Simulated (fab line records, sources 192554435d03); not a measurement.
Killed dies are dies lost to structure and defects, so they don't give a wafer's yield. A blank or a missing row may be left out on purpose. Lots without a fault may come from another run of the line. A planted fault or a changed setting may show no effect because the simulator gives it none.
Chamber matching | flow n5_finfet | N5_FIN_CUT_CUT_ETCH_15 on rie_si-04: 4 sister chambers
The step etches Si in HBr/Cl2/O2, target depth 100 nm, bt time 10 s, time 42.4 s. 4 wafers are shown with their chamber, then 7 later ones without.

WAFERS WITH THEIR CHAMBER
wafer  | chamber | drypump_motor_current_A (A)
L080.4 | 3       | 5.4
L080.5 | 1       | 5.8
L081.1 | 2       | 5.4
L081.3 | 0       | 5.0

WAFERS WITHOUT THEIR CHAMBER
wafer  | drypump_motor_current_A (A)
L081.5 | 5.0
L086.1 | 5.7
L086.2 | 5.4
L086.3 | 5.0
L086.4 | 5.4
L086.5 | 5.0
L086.6 | 5.8

WHICH CHAMBER EACH WENT THROUGH
wafer  | from the rows above     | in truth
L081.5 | 0                       | 0
L086.1 | 1                       | 1
L086.2 | can't be placed: 2 or 3 | 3
L086.3 | 0                       | 0
L086.4 | can't be placed: 2 or 3 | 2
L086.5 | 0                       | 0
L086.6 | 1                       | 1
Placed correctly: 5 of 7. Can't be placed from these rows: 2 (the true chamber is among the candidates in 2). Placed wrongly: 0.
How it was worked out, from the rows above alone: a wafer's distance from a chamber is the root of the sum, over the readings, of the square of ((its reading less the chamber's mean) divided by the reading's scatter). The wafer belongs to the nearest chamber; if the next one is less than 2 further off, it can't be placed. A chamber's mean is the mean of its shown wafers. The scatter: with one shown wafer a chamber, the root of the mean of the squares of how far each hidden wafer lies from its nearest shown one.
